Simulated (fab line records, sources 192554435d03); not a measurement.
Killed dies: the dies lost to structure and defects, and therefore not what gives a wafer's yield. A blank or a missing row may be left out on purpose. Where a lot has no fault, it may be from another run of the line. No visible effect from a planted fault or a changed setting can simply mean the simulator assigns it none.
The tool behind it: which one?	flow n5 finfet	8 lots with 24 wafers sampled at 5 steps, on a route of 1938 steps

WHAT THE GAUGES READ, wafer by wafer
N5_BEOL_M4_RC_MEAS_101. Usual: DIBL_N 36.7 mV/V, standard deviation 1.8; DIBL_P 37.0 mV/V, standard deviation 2.4; IOFF_N 0.17 nA/um, standard deviation 0.036; IOFF_P 0.22 nA/um, standard deviation 0.042; ION_N 673 uA/um, standard deviation 12; ION_P 462 uA/um, standard deviation 8.5; SS_N 71.7 mV/dec, standard deviation 0.62; SS_P 73.4 mV/dec, standard deviation 0.65; VT_N 250 mV, standard deviation 3.7; VT_P -250 mV, standard deviation 3.7.
lot	measured	on	DIBL_N (mV/V)	DIBL_P (mV/V)	IOFF_N (nA/um)	IOFF_P (nA/um)	ION_N (uA/um)	ION_P (uA/um)	SS_N (mV/dec)	SS_P (mV/dec)	VT_N (mV)	VT_P (mV)	flag
L916	day 9 22:57	prober-02	34.1 36.1 33.6	34.9 36.7 34.7	0.11 0.13 0.11	0.15 0.18 0.15	642 654 647	447 443 446	71.1 71.3 70.5	73.3 72.7 72.5	257 257 256	-253 -252 -255	
L917	day 9 12:34	prober-01	37.7 34.6 35.9	38.4 34.7 35.1	0.17 0.13 0.14	0.21 0.16 0.17	670 671 655	455 456 447	72.2 71.1 71.1	73.5 72.0 73.6	251 252 252	-253 -255 -254	
L918	day 10 17:13	prober-01	35.5 36.9 39.9	35.9 37.3 40.9	0.15 0.17 0.24	0.21 0.22 0.27	669 669 687	461 460 463	71.5 72.1 73.2	72.5 73.8 74.7	248 250 244	-252 -252 -250	
L923	day 10 21:02	prober-02	37.4 36.3 37.2	38.1 37.3 36.4	0.18 0.16 0.16	0.23 0.23 0.21	675 687 689	459 471 470	71.5 71.8 71.9	74.1 73.4 73.1	248 249 248	-251 -250 -250	
L930	day 12 23:07	prober-02	38.5 36.2 35.7	35.5 32.7 33.9	0.19 0.14 0.16	0.22 0.17 0.20	677 662 686	463 453 471	73.4 71.1 71.4	73.6 72.6 72.8	249 253 250	-246 -251 -249	
L933	day 13 14:30	prober-02	38.1 39.6 37.0	36.4 38.4 35.7	0.17 0.20 0.15	0.25 0.29 0.23	687 671 683	471 462 470	71.4 72.5 70.7	73.9 73.2 73.3	247 250 249	-248 -247 -248	
L934	day 14 18:44	prober-02	37.6 36.9 36.6	38.4 37.5 37.7	0.18 0.16 0.16	0.24 0.22 0.23	684 671 676	467 460 469	72.0 71.8 71.8	72.7 73.1 73.9	248 249 249	-250 -254 -251	
L935	day 15 19:44	prober-01	36.6 36.8 35.9	36.4 35.9 35.0	0.15 0.16 0.14	0.19 0.20 0.18	669 682 670	454 464 455	71.8 71.9 71.6	72.8 73.6 73.4	251 248 251	-252 -253 -254	

TOOL THAT RAN EACH LOT (tool first, then ch and the chambers of the sampled wafers, then the start)
lot	N5_BEOL_M1_STRIP_66	N5_BEOL_M1_STRIP_19	N5_BEOL_M1_ETCH_77	N5_BEOL_M1_VIA_ETCH_34
L916	rie diel-05 ch 2,3, day 6 23:40	rie diel-06 ch 0,2,3, day 6 23:49	rie diel-03 ch 0,1,3, day 7 00:26	rie diel-05 ch 0,3, day 7 08:13
L917	rie diel-03 ch 0,3, day 7 09:31	rie diel-05 ch 0,2,3, day 7 09:40	rie diel-06 ch 0,2,3, day 7 10:20	rie diel-05 ch 0,2, day 7 19:43
L918	rie diel-03 ch 1,2,3, day 7 19:27	rie diel-03 ch 0,1,2, day 7 19:37	rie diel-06 ch 1,2, day 7 20:32	rie diel-06 ch 2,3, day 8 04:07
L923	rie diel-06 ch 1,2, day 8 20:21	rie diel-06 ch 0,2,3, day 8 20:30	rie diel-05 ch 1,2,3, day 8 21:03	rie diel-03 ch 1,3, day 8 22:28
L930	rie diel-05 ch 2,3, day 10 16:58	rie diel-06 ch 0,1,3, day 10 17:08	rie diel-03 ch 2,3, day 10 17:48	rie diel-05 ch 0,2,3, day 10 19:43
L933	rie diel-03 ch 0,1,2, day 11 08:17	rie diel-05 ch 1,3, day 11 08:26	rie diel-03 ch 1,2,3, day 11 09:09	rie diel-03 ch 1,3, day 11 17:59
L934	rie diel-05 ch 0,2, day 11 22:33	rie diel-03 ch 0,1, day 11 22:50	rie diel-06 ch 0,1,2, day 11 23:42	rie diel-03 ch 1,2,3, day 12 02:43
L935	rie diel-03 ch 0,2,3, day 12 00:38	rie diel-05 ch 0,2,3, day 12 00:48	rie diel-05 ch 0,1,2, day 12 01:21	rie diel-03 ch 1,2,3, day 12 02:04
- N5_BEOL_M1_STRIP_66: strips in CF4.
- N5_BEOL_M1_STRIP_19: strips in O2.
- N5_BEOL_M1_ETCH_77: etches underlayer in N2/H2, target depth 6.5 nm, time 5.2 s.
- N5_BEOL_M1_VIA_ETCH_34: etches the open film in C4F6/O2, target depth 67.8 nm, time 64.4 s.

AS READ BY THE TOOLS THEMSELVES (means over the sampled wafers that have a number; for cases with no such wafer, the mark the record gives instead)
N5_BEOL_M1_STRIP_66. Usual: drypump motor current A 5.6 A, standard deviation 0.48; oes product au 0.78 a.u., standard deviation 0.057; rf fwd power W 292.4 W, standard deviation 0.87; rf vpp V 271.0 V, standard deviation 1.3; showerhead plenum p Torr 1.79 Torr, standard deviation 0.054; throttle valve pct 13.51 %, standard deviation 0.16.
lot	tool	drypump motor current A (A)	oes product au (a.u.)	rf fwd power W (W)	rf vpp V (V)	showerhead plenum p Torr (Torr)	throttle valve pct (%)	flag
L916	rie diel-05	5.3	0.84	291.6	271.6	1.81	13.39	
L917	rie diel-03	5.3	0.78	293.0	271.8	1.83	13.50	
L918	rie diel-03	5.5	0.82	292.6	270.3	1.79	13.40	
L923	rie diel-06	5.9	0.77	292.2	269.5	1.76	13.72	
L930	rie diel-05	5.7	0.78	290.8	271.2	1.79	13.48	
L933	rie diel-03	5.6	0.76	293.2	270.0	1.75	13.43	
L934	rie diel-05	5.1	0.78	292.1	271.5	1.81	13.59	
L935	rie diel-03	5.6	0.75	292.1	271.0	1.80	13.53	

N5_BEOL_M1_STRIP_19. Usual: drypump motor current A 5.7 A, standard deviation 0.45; oes product au 0.79 a.u., standard deviation 0.062; rf vpp V 3.7 V, standard deviation 0.42; showerhead plenum p Torr 2.10 Torr, standard deviation 0.07; throttle valve pct 16.61 %, standard deviation 0.18.
lot	tool	drypump motor current A (A)	oes product au (a.u.)	rf vpp V (V)	showerhead plenum p Torr (Torr)	throttle valve pct (%)	flag
L916	rie diel-06	5.9	0.76	3.6	2.16	16.63	
L917	rie diel-05	5.5	0.79	3.5	2.12	16.67	
L918	rie diel-03	5.7	0.81	3.5	2.05	16.42	
L923	rie diel-06	5.9	0.76	3.3	2.15	16.66	
L930	rie diel-06	5.7	0.75	3.6	2.09	16.62	
L933	rie diel-05	6.2	0.78	3.9	2.09	16.65	
L934	rie diel-03	5.4	0.81	3.7	2.05	16.47	
L935	rie diel-05	5.5	0.76	3.7	2.10	16.73	

N5_BEOL_M1_ETCH_77. Usual: bias w 150.0 W, standard deviation 0.44; drypump motor current A 5.7 A, standard deviation 0.38; etch rf on time s 5.17 s, standard deviation 0.14; oes product au 0.67 a.u., standard deviation 0.044; rf fwd power W 819.8 W, standard deviation 2.5; rf vpp V 524.0 V, standard deviation 2.9; showerhead plenum p Torr 2.54 Torr, standard deviation 0.1; throttle valve pct 17.77 %, standard deviation 0.23.
lot	tool	bias w (W)	drypump motor current A (A)	etch rf on time s (s)	oes product au (a.u.)	rf fwd power W (W)	rf vpp V (V)	showerhead plenum p Torr (Torr)	throttle valve pct (%)	flag
L916	rie diel-03	149.9	5.3	5.17	0.72	822.2	523.7	2.57	17.62	
L917	rie diel-06	150.3	5.9	5.25	0.66	821.9	525.6	2.62	17.84	
L918	rie diel-06	150.4	5.9	5.21	0.67	818.5	522.7	2.50	18.12	
L923	rie diel-05	149.9	5.8	5.17	0.74	819.7	523.6	2.54	17.71	
L930	rie diel-03	150.1	5.4	5.27	0.66	818.7	524.9	2.59	17.76	
L933	rie diel-03	150.0	5.5	5.13	0.68	819.8	523.9	2.52	17.63	
L934	rie diel-06	150.1	5.9	5.12	0.64	817.7	522.4	2.52	18.01	
L935	rie diel-05	149.6	5.7	5.28	0.68	819.6	523.9	2.52	17.76	

N5_BEOL_M1_VIA_ETCH_34. Usual: for bias w, 170.0 W with a standard deviation of 0.47; for drypump motor current A, 5.7 A with a standard deviation of 0.43; for oes product au, 0.78 a.u. with a standard deviation of 0.063; for rf fwd power W, 346.9 W with a standard deviation of 1.3; for rf vpp V, 665 V with a standard deviation of 14; for showerhead plenum p Torr, 2.84 Torr with a standard deviation of 0.095; for throttle valve pct, 30.65 % with a standard deviation of 0.22.
lot	tool	bias w (W)	drypump motor current A (A)	oes product au (a.u.)	rf fwd power W (W)	rf vpp V (V)	showerhead plenum p Torr (Torr)	throttle valve pct (%)	flag
L916	rie diel-05	170.7	5.9	0.76	348.7	668	2.83	30.60	
L917	rie diel-05	170.3	5.4	0.76	347.4	653	2.85	30.80	
L918	rie diel-06	170.1	5.8	0.76	347.6	672	2.94	30.95	
L923	rie diel-03	169.6	5.3	0.86	347.7	644	2.86	30.65	
L930	rie diel-05	176.7	5.5	0.77	347.8	683	2.85	30.73	OFF
L933	rie diel-03	170.4	5.3	0.83	346.3	643	2.85	30.68	
L934	rie diel-03	169.8	5.5	0.78	347.4	654	2.83	30.61	
L935	rie diel-03	170.3	5.5	0.79	347.2	654	2.83	30.62	

THE ANSWER, worked out from the rows above alone
Rule: lot off if the mean of its wafers having a number is beyond 3 standard deviations from the usual mean. A lot without any number at a reading at which 4 lots or more have one is off too. Where the step has rows for the other lots, those lots are counted as sound. After the gauges, taken in route order, come the tools' own readings; for these a lot's mean is taken, as printed above. The first step at which some lot is off is used, and at that step the reading that is off furthest; a lot without a number counts as furthest.
Off: L930 (N5_BEOL_M1_VIA_ETCH_34, bias w).
If a tool, at that step or one of the process steps before it, ran each lot that is off and ran no sound lot following the first of them, it fits. Undecided on this evidence; 2 tools fit (rie diel-06 at N5_BEOL_M1_STRIP_19, rie diel-05 at N5_BEOL_M1_VIA_ETCH_34).

WHAT THE SIMULATOR HAD INSERTED
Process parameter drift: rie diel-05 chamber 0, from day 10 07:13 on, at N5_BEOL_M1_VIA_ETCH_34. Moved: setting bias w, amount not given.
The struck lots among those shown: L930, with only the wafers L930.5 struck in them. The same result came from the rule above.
